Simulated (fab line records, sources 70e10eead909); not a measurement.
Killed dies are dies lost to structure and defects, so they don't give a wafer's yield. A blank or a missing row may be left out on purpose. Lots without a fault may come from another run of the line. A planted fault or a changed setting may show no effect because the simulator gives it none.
Which tool did it? | flow nand_harc | 7 lots, 21 wafers sampled, at 1 step of a route of 1302

WHAT THE GAUGES READ, wafer by wafer
NHARC_P_M0_CD_MEAS_09: target cd 90 nm.
lot  | measured     | on        | cd_nm (nm)
L769 | day 7 01:40  | cd_sem-03 | 90.2 89.5 90.5
L775 | day 9 10:27  | cd_sem-01 | 90.2 89.0 89.4
L782 | day 12 02:39 | cd_sem-02 | 90.0 91.8 90.6
L783 | day 13 00:46 | cd_sem-03 | 89.9 90.6 90.6
L785 | day 13 13:25 | cd_sem-03 | 89.8 89.3 91.2
L788 | day 14 19:34 | cd_sem-01 | 90.3 89.5 90.1
L790 | day 15 19:08 | cd_sem-03 | 90.4 89.6 91.0

WHICH TOOL RAN EACH LOT (tool, then ch and the chambers of the sampled wafers, then the start)
The record holds no process step before these readings.

THE ANSWER, worked out from the rows above alone
Rule: what is usual is taken from the lots themselves. Put in order of their means at a reading, lots are off if they are a third of the lots or fewer, leave a main group of 4 or more, and stand apart from it by a gap of 3 or more times the standard deviation of the main group's means; of several such gaps the widest counts. A main group whose means are all the same, to the digits that the tables above print for the reading, isn't used. A lot without any number at a reading at which 4 lots or more have one is off too. The other lots that the step has rows for count as sound.
No lot is off at any reading shown: from this, nothing can be told.

WHAT THE SIMULATOR HAD PUT IN
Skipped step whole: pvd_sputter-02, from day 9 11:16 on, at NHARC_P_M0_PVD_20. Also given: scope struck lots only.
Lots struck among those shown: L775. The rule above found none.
